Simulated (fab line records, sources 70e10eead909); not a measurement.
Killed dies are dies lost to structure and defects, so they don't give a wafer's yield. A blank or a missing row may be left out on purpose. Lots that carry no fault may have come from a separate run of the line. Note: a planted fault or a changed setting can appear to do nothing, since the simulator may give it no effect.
fab line records -- flow nandHarc
[record] lots = 11, wafers = 33, lastDay = 33
route steps=1302 shown P_ZERO_WELL@17 P_STI@96 END@1302
lots that met no fault: from a run of the same line without faults
startH: start of the lot's first displayed wafer, in hours after the record's first day -- waitH: hours from the lot's prior step to this one -- " as in the row above -- L1.1+2: several wafers, shown together as one row -- - no value, or no start given -- * or withheld: withheld -- < > ~ a bound
route shown NAME@n: NAME is a module with steps in the file, n the number in the route of the first one -- usual: mean and standard deviation over wafers with no fault -- same: alike in all rows -- chamber/n: place in a boat -- sites: per-site readings -- _std_site: how widely they spread, as a standard deviation -- _edge_site: outer sites' mean less inner sites' -- radiusMm: for every site, how far away it sits from the centre of the wafer -- mask NAME#n: copy n -- behind: the most recent tool/chamber to have shaped the wafer -- hold: why the lot was held/for how many hours/how that ended -- device: the transistor (n, p or np) that didn't switch -- end of line: the tests these same wafers got at the end of their route -- a step with no rows: only its recipe -- killed: not the wafer's yield, but the dies lost to structure and defects at the first sort -- map: a wafer's dies, x killed, . not, _ none there
set.NAME: the setting as run; set.NAME@STEP: as run at that earlier step -- model.NAME: the simulator's own value behind a step, which no gauge read
one table for each step of the route and one row for each wafer, over a sample of lots
services: from which hour (startH, from the record's first day; less than 0 if before it) a tool's chamber was out of use, for how many hours, and why
[[steps]]
[step NHARC_P_ZERO_WELL_ETCH_65]
[recipe] targetDepthA = 800, overetchA = 240, timeS = 87.88, ionEnergyEv = 200, n2FlowSccm = 150, h2FlowSccm = 150, arFlowSccm = 0, rfW = 400, biasW = 150, chemistry = N2/H2
[usual] biasW = 150.0/0.41, drypumpMotorCurrentA = 5.6/0.48, oesProductAu = 1.001/0.0079, rfVppV = 430.0/1.9, showerheadPlenumPTorr = 2.02/0.063, throttleValvePct = 14.170/0.0092
[same] timeS = 87.88
lot.wafer,tool,chamber,startH,waitH,biasW,drypumpMotorCurrentA,oesProductAu,rfHoursCounterH,rfVppV,showerheadPlenumPTorr,throttleValvePct
L916.4,rieDiel-05,2,21.49,0.1,149.8,6.2,0.993,37,430.3,2.04,14.168
L916.3,rieDiel-05,0,21.49,0.1,149.2,6.1,0.992,39,432.7,2.08,14.178
L916.6,rieDiel-05,3,21.49,0.1,149.9,4.9,1.004,-,430.1,1.99,14.159
L917.3,rieDiel-05,0,31.42,0.1,150.2,6.1,0.989,41,431.4,2.08,14.178
L917.4,rieDiel-05,2,31.42,0.1,149.4,6.3,0.989,39,430.9,2.04,14.163
L917.5,rieDiel-05,0,31.42,0.1,149.6,6.1,0.984,-,433.0,2.08,14.172
L918.2,rieDiel-04,0,41.69,0.1,150.2,5.6,1.010,14,431.0,2.00,14.178
L918.1,rieDiel-04,1,41.69,0.1,150.4,5.9,1.013,14,429.4,2.04,14.173
L918.4,rieDiel-04,2,41.69,0.1,149.3,5.1,0.997,10,428.4,1.96,14.181
L919.1,rieDiel-05,2,51.60,0.1,150.1,6.2,0.990,45,430.3,2.04,14.168
L919.4,rieDiel-05,0,51.60,0.1,150.5,6.1,0.987,48,431.8,2.08,14.186
L919.6,rieDiel-05,1,51.60,0.1,149.8,4.8,1.009,-,434.3,2.14,14.180
L921.2,rieDiel-04,2,71.37,0.1,149.8,5.1,1.002,22,428.5,1.96,14.161
L921.1,rieDiel-04,0,71.37,0.1,150.0,5.7,0.989,24,428.7,1.99,14.169
L921.6,rieDiel-04,1,71.37,0.1,149.9,5.9,1.009,-,429.7,2.03,14.174
L922.1,rieDiel-02,3,81.49,0.1,150.3,5.6,0.994,9,426.8,1.93,14.165
L922.4,rieDiel-02,0,81.49,0.1,149.6,5.1,0.997,11,429.8,2.00,14.163
L922.5,rieDiel-02,3,81.49,0.1,150.5,5.6,1.001,-,427.0,1.93,14.161
L924.4,rieDiel-04,1,101.48,0.1,149.5,5.9,1.002,35,431.1,2.03,14.167
L924.2,rieDiel-04,3,101.48,0.1,149.8,6.2,0.999,23,432.9,2.10,14.165
L924.1,rieDiel-04,0,101.48,0.1,149.9,5.6,1.007,34,428.4,1.99,14.149
L925.3,rieDiel-05,3,111.56,0.1,149.3,4.9,1.009,19,429.6,1.98,14.163
L925.5,rieDiel-05,1,111.56,0.1,150.4,4.7,1.002,-,433.3,2.13,14.161
L925.6,rieDiel-05,2,111.56,0.1,150.2,6.2,1.000,-,431.0,2.04,14.166
L931.3,rieDiel-04,3,171.41,0.1,149.6,6.2,1.001,42,433.0,2.09,14.178
L931.1,rieDiel-04,2,171.41,0.1,149.9,5.1,0.983,53,428.3,1.95,14.171
L931.6,rieDiel-04,3,171.41,0.1,149.9,6.2,1.004,-,432.3,2.09,14.173
L933.3,rieDiel-04,0,191.49,0.1,150.1,5.6,0.995,0,427.7,1.98,14.162
L933.5,rieDiel-04,0,191.49,0.1,149.5,5.6,1.004,-,427.1,1.98,14.173
L933.6,rieDiel-04,1,191.49,0.1,150.3,5.8,1.002,-,430.3,2.02,14.159
L939.1,rieDiel-04,1,252.18,0.1,148.9,5.9,1.001,21,430.0,2.01,14.174
L939.6,rieDiel-04,0,252.18,0.1,150.1,5.7,0.995,-,429.3,1.97,14.170
L939.5,rieDiel-04,1,252.18,0.1,149.4,5.9,0.991,-,428.9,2.01,14.173
[step NHARC_P_ZERO_WELL_ETCH_62]
[recipe] targetDepthA = 130, timeS = 6.5, chf3FlowSccm = 50, arFlowSccm = 200, rfW = 500, biasW = 200, chemistry = CHF3/Ar
[usual] biasW = 200.0/0.55, drypumpMotorCurrentA = 5.6/0.49, oesProductAu = 0.958/0.015, rfVppV = 370.1/1.7, showerheadPlenumPTorr = 2.32/0.069, throttleValvePct = 20.217/0.0086
[same] timeS = 6.5
lot.wafer,tool,chamber,startH,waitH,biasW,drypumpMotorCurrentA,oesProductAu,rfHoursCounterH,rfVppV,showerheadPlenumPTorr,throttleValvePct
L916.4,rieDiel-05,3,-,-,200.3,4.8,0.963,42,368.8,2.29,20.207
L916.3,rieDiel-05,1,-,-,199.2,4.8,0.966,40,374.0,2.45,20.212
L916.6,rieDiel-05,3,-,-,200.8,4.9,0.967,-,369.1,2.29,20.228
L917.3,rieDiel-05,3,-,-,199.4,4.9,0.965,43,369.7,2.29,20.207
L917.4,rieDiel-05,2,-,-,199.9,6.2,0.955,39,369.2,2.35,20.228
L917.5,rieDiel-05,0,-,-,200.3,6.1,0.972,-,371.4,2.39,20.234
L918.2,rieDiel-04,2,-,-,199.8,5.1,0.940,10,369.8,2.26,20.216
L918.4,rieDiel-04,0,-,-,199.6,5.6,0.950,14,369.4,2.30,20.209
L918.1,rieDiel-04,1,-,-,199.8,5.9,0.976,14,371.2,2.34,20.233
L919.1,rieDiel-05,1,-,-,200.3,4.8,0.955,49,372.5,2.45,20.214
L919.4,rieDiel-05,2,-,-,200.5,6.2,0.942,45,371.9,2.35,20.205
L919.6,rieDiel-05,1,-,-,199.8,4.7,0.963,-,373.0,2.45,20.217
L921.2,rieDiel-04,0,-,-,200.0,5.6,0.966,24,370.7,2.29,20.215
L921.1,rieDiel-04,1,-,-,199.2,5.9,0.969,24,371.3,2.34,20.222
L921.6,rieDiel-04,1,-,-,199.4,5.9,0.966,-,370.3,2.34,20.224
L922.1,rieDiel-02,1,-,-,199.3,5.7,0.952,11,367.5,2.21,20.213
L922.4,rieDiel-02,2,-,-,199.6,5.8,0.959,9,373.2,2.41,20.218
L922.5,rieDiel-02,2,-,-,199.6,5.7,0.950,-,372.1,2.41,20.207
L924.1,rieDiel-04,0,-,-,200.4,5.6,0.981,34,368.1,2.29,20.211
L924.4,rieDiel-04,1,-,-,199.8,5.9,0.980,35,369.4,2.33,20.213
L924.2,rieDiel-04,3,-,-,200.0,6.1,0.969,23,371.6,2.41,20.230
L925.3,rieDiel-05,3,-,-,200.2,4.9,0.935,19,369.7,2.28,20.188
L925.6,rieDiel-05,0,-,-,199.9,6.1,0.924,-,370.8,2.38,20.211
L925.5,rieDiel-05,1,-,-,200.2,4.8,0.940,-,373.4,2.44,20.212
L931.1,rieDiel-04,2,-,-,199.9,5.1,0.959,53,369.4,2.25,20.225
L931.3,rieDiel-04,0,-,-,199.9,5.6,0.957,55,370.4,2.28,20.211
L931.6,rieDiel-04,3,-,-,199.8,6.1,0.947,-,371.1,2.40,20.225
L933.3,rieDiel-04,3,-,-,200.3,6.2,0.944,0,370.7,2.40,20.229
L933.6,rieDiel-04,1,-,-,199.9,5.9,0.984,-,369.4,2.32,20.217
L933.5,rieDiel-04,2,-,-,199.8,5.1,0.948,-,368.4,2.25,20.226
L939.1,rieDiel-04,2,-,-,199.8,5.1,0.956,20,368.2,2.24,20.226
L939.5,rieDiel-04,2,-,-,199.4,5.1,0.962,-,368.0,2.24,20.227
L939.6,rieDiel-04,3,-,-,199.5,6.1,0.940,-,369.1,2.39,20.211
[step NHARC_P_ZERO_WELL_PEB_22]
[recipe] pebTempC = 118, pebTimeS = 85
[usual] heaterPowerTotalW = 164.00/0.28, plateTempC = 118.01/0.14
lot.wafer,tool,chamber,startH,waitH,heaterPowerTotalW,plateTempC
L916.3,lithoTrack-02,0,22.38,0.1,164.23,117.92
L916.4,lithoTrack-02,0,22.38,0.1,163.93,117.89
L916.6,lithoTrack-02,0,22.38,0.1,164.34,118.18
L917.3,lithoTrack-03,0,32.42,0.1,163.66,117.94
L917.4,lithoTrack-03,0,32.42,0.1,164.28,117.96
L917.5,lithoTrack-03,0,32.42,0.1,163.71,117.97
L918.1,lithoTrack-02,0,42.74,0.1,163.65,118.08
L918.2,lithoTrack-02,0,42.74,0.1,163.65,118.01
L918.4,lithoTrack-02,0,42.74,0.1,164.29,117.98
L919.1,lithoTrack-03,0,52.92,0.1,164.36,117.93
L919.4,lithoTrack-03,0,52.92,0.1,163.64,118.07
L919.6,lithoTrack-03,0,52.92,0.1,163.76,118.01
L921.1,lithoTrack-05,0,72.40,0.1,164.07,118.15
L921.2,lithoTrack-05,0,72.40,0.1,163.66,117.94
L921.6,lithoTrack-05,0,72.40,0.1,163.91,118.05
L922.1,lithoTrack-05,0,82.49,0.1,163.72,118.23
L922.4,lithoTrack-05,0,82.49,0.1,164.16,117.95
L922.5,lithoTrack-05,0,82.49,0.1,163.93,118.02
L924.1,lithoTrack-05,0,102.37,0.1,164.16,117.85
L924.2,lithoTrack-05,0,102.37,0.1,164.31,117.97
L924.4,lithoTrack-05,0,102.37,0.1,164.38,117.86
L925.3,lithoTrack-05,0,112.56,0.0,164.25,117.87
L925.5,lithoTrack-05,0,112.56,0.0,163.78,117.94
L925.6,lithoTrack-05,0,112.56,0.0,164.45,118.11
L931.1,lithoTrack-05,0,172.29,0.1,157.80,114.48
L931.3,lithoTrack-05,0,172.29,0.1,157.62,114.68
L931.6,lithoTrack-05,0,172.29,0.1,157.82,114.53
L933.3,lithoTrack-05,0,192.52,0.1,158.16,114.78
L933.5,lithoTrack-05,0,192.52,0.1,157.62,114.51
L933.6,lithoTrack-05,0,192.52,0.1,157.95,114.81
L939.1,lithoTrack-03,0,253.19,0.1,164.38,117.88
L939.5,lithoTrack-03,0,253.19,0.1,163.88,117.95
L939.6,lithoTrack-03,0,253.19,0.1,163.64,117.83
[step NHARC_P_ZERO_WELL_CD_MEAS_24]
[recipe] targetCdNm = 720, landingEnergyEv = 500
[usual] cdNm = 720.0/1.6
[same] landingEnergyEv = 500
lot.wafer,tool,chamber,startH,waitH,cdNm
L916.3,cdSem-01,0,22.47,-,720.1
L916.4,cdSem-01,0,22.47,-,720.5
L916.6,cdSem-01,0,22.47,-,720.2
L917.3,cdSem-01,0,32.52,-,718.2
L917.4,cdSem-01,0,32.52,-,720.8
L917.5,cdSem-01,0,32.52,-,720.3
L918.1,cdSem-02,0,42.83,-,718.7
L918.2,cdSem-02,0,42.83,-,718.6
L918.4,cdSem-02,0,42.83,-,718.6
L919.1,cdSem-01,0,53.01,-,722.5
L919.4,cdSem-01,0,53.01,-,720.1
L919.6,cdSem-01,0,53.01,-,720.6
L921.1,cdSem-01,0,72.49,-,722.6
L921.2,cdSem-01,0,72.49,-,722.1
L921.6,cdSem-01,0,72.49,-,722.5
L922.1,cdSem-02,0,82.58,-,720.1
L922.4,cdSem-02,0,82.58,-,720.1
L922.5,cdSem-02,0,82.58,-,718.5
L924.1,cdSem-03,0,102.46,-,718.6
L924.2,cdSem-03,0,102.46,-,719.0
L924.4,cdSem-03,0,102.46,-,719.2
L925.3,cdSem-03,0,112.66,-,717.5
L925.5,cdSem-03,0,112.66,-,718.9
L925.6,cdSem-03,0,112.66,-,717.9
L931.1,cdSem-01,0,172.38,-,713.1
L931.3,cdSem-01,0,172.38,-,713.0
L931.6,cdSem-01,0,172.38,-,712.4
L933.3,cdSem-03,0,192.61,-,713.3
L933.5,cdSem-03,0,192.61,-,712.0
L933.6,cdSem-03,0,192.61,-,711.4
L939.1,cdSem-01,0,253.28,-,720.8
L939.5,cdSem-01,0,253.28,-,721.5
L939.6,cdSem-01,0,253.28,-,723.1
[step NHARC_P_STI_OCD_MEAS_43]
[usual] trenchDepthNm = 301.2/2.7, trenchFootCdNm = 158.3/2.2
lot.wafer,tool,chamber,startH,waitH,trenchDepthNm,trenchFootCdNm
L916.3,ocd-01,-,47.02,-,296.7,158.8
L916.4,ocd-01,-,47.02,-,300.9,156.5
L916.6,ocd-01,-,47.02,-,301.1,156.5
L917.3,ocd-01,-,54.67,-,295.9,160.4
L917.4,ocd-01,-,54.67,-,297.9,158.3
L917.5,ocd-01,-,54.67,-,302.6,157.8
L918.1,ocd-01,-,66.97,-,300.3,159.9
L918.2,ocd-01,-,66.97,-,306.0,157.3
L918.4,ocd-01,-,66.97,-,300.9,154.6
L919.1,ocd-01,-,74.96,-,300.2,163.2
L919.4,ocd-01,-,74.96,-,299.9,159.0
L919.6,ocd-01,-,74.96,-,298.4,158.8
L921.1,ocd-01,-,94.82,-,302.5,155.9
L921.2,ocd-01,-,94.82,-,303.0,159.5
L921.6,ocd-01,-,94.82,-,304.2,161.3
L922.1,ocd-02,-,104.00,-,305.1,159.7
L922.4,ocd-02,-,104.00,-,306.2,153.4
L922.5,ocd-02,-,104.00,-,308.0,154.9
L924.1,ocd-02,-,124.54,-,303.7,159.7
L924.2,ocd-02,-,124.54,-,301.7,160.9
L924.4,ocd-02,-,124.54,-,302.8,160.2
L925.3,ocd-01,-,134.95,-,300.6,155.0
L925.5,ocd-01,-,134.95,-,298.9,157.0
L925.6,ocd-01,-,134.95,-,302.2,156.0
L931.1,ocd-01,-,193.80,-,300.5,158.2
L931.3,ocd-01,-,193.80,-,300.5,158.5
L931.6,ocd-01,-,193.80,-,300.4,157.9
L933.3,ocd-02,-,214.24,-,299.9,157.0
L933.5,ocd-02,-,214.24,-,300.1,158.3
L933.6,ocd-02,-,214.24,-,300.1,157.3
L939.1,ocd-01,-,274.52,-,305.0,160.1
L939.5,ocd-01,-,274.52,-,304.6,158.8
L939.6,ocd-01,-,274.52,-,304.7,161.4
[step NHARC_END_SORT_01]
[recipe] tempC = 25
[usual] killedAtArray = 53/18, killedAtOther = 0.9/1.3, killedAtPeriphery = 4/3.1, killedDies = 58/18, killedOpen = 3.4/2, killedShort = 2.5/1.8
[same] grossDies = 677
lot.wafer,tool,chamber,startH,waitH,killedAtArray,killedAtOther,killedAtPeriphery,killedDies,killedOpen,killedShort
L933.3,prober-02,0,739.03,3.1,50,1,6,57,1,4
L933.5,prober-02,0,740.63,3.7,57,6,11,74,8,1
L933.6,prober-02,0,741.43,4.0,78,1,7,86,4,2
// killed by level:class
L933.3 A_SLIT:chamberFilmFlake=29 A_CHANNEL_HOLE_D1:chamberFilmFlake=15 P_M2:chamberFilmFlake=4 P_CONTACT:geometricParticle:short=1 A_ONON_D1:geometricParticle:short=1 A_DECK1_JOINT:geometricParticle:open=1 A_STAIRCASE:geometricParticle:short=1 A_M1:geometricParticle:short=1
L933.5 A_SLIT:chamberFilmFlake=28 A_CHANNEL_HOLE_D1:chamberFilmFlake=15 THIN_TSV:chamberFilmFlake=6 P_M0:geometricParticle:open=3 P_GATE:chamberFilmFlake=3 A_STAIRCASE:chamberFilmFlake=3 P_ZERO_WELL:chamberFilmFlake=2 P_M2:chamberFilmFlake=2
L933.6 A_CHANNEL_HOLE_D1:chamberFilmFlake=32 A_SLIT:chamberFilmFlake=32 P_ZERO_WELL:chamberFilmFlake=4 A_CONTACT:chamberFilmFlake=4 P_M2:chamberFilmFlake=3 A_BLC:geometricParticle:open=2 A_WL_FILL:chamberFilmFlake=2 A_CHANNEL_HOLE_D1:geometricParticle:short=1
[[services]]
tool,chamber,startH,hours,kind
rieDiel-04,-,0.90,9.0,pm
rieDiel-04,0,0.90,9.0,ventCycle
rieDiel-04,1,0.90,9.0,ventCycle
rieDiel-04,2,0.90,9.0,ventCycle
rieDiel-05,2,4.02,8.8,repair
rieDiel-05,1,8.02,1.2,repair
rieDiel-02,-,40.90,9.0,pm
lithoTrack-02,-,52.00,7.0,pm
rieDiel-05,-,52.60,9.0,pm
rieDiel-04,3,67.79,10.4,repair
rieDiel-04,3,82.41,12.7,repair
lithoTrack-03,-,100.00,7.0,pm
rieDiel-02,2,116.29,2.0,repair
rieDiel-02,1,117.11,10.1,repair
lithoTrack-05,-,124.00,7.0,pm
rieDiel-05,3,139.13,9.7,repair
rieDiel-05,2,143.36,3.6,repair
rieDiel-04,-,178.73,9.0,pm
rieDiel-05,2,181.69,1.2,repair
rieDiel-02,0,206.01,5.8,repair
rieDiel-02,-,217.90,9.0,pm
lithoTrack-02,-,227.00,7.0,pm
rieDiel-04,1,228.76,3.0,repair
rieDiel-05,-,229.60,9.0,pm
[[key]]
[firstSign] step = NHARC_P_ZERO_WELL_PEB_22, reading = plateTempC, direction = down, sigmas = 25, usual = *, struck = *
[effect] step = NHARC_P_ZERO_WELL_PEB_22, reading = heaterPowerTotalW, direction = down, sigmas = 22, usual = *, struck = *
[effect] step = NHARC_P_ZERO_WELL_CD_MEAS_24, reading = cdNm, direction = down, sigmas = 4.8, usual = 720.0, struck = 712.5
metAt NHARC_P_ZERO_WELL_PEB_22
struckLots L931,L933
testerLeftOut L931,L933
notActingAt NHARC_P_ZERO_WELL_ETCH_65,NHARC_P_ZERO_WELL_ETCH_62,NHARC_P_STI_OCD_MEAS_43
onsetBetween 112.56 172.29
[fault] kind = processParameterDrift, tool = lithoTrack-05, chamber = -, onsetH = 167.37, steps = NHARC_P_ZERO_WELL_PEB_22, channel = pebTempC, offset = *, shape = step, endH = 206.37, actsIn = *, stated = *
// testerLeftOut: of these lots the tester's yield and bins aren't shown, on N5 and GAA mostly nor the transistor test; their killed dies are dies lost to structure and defects alone, not to doping, threshold or leakage, so they don't give the yield
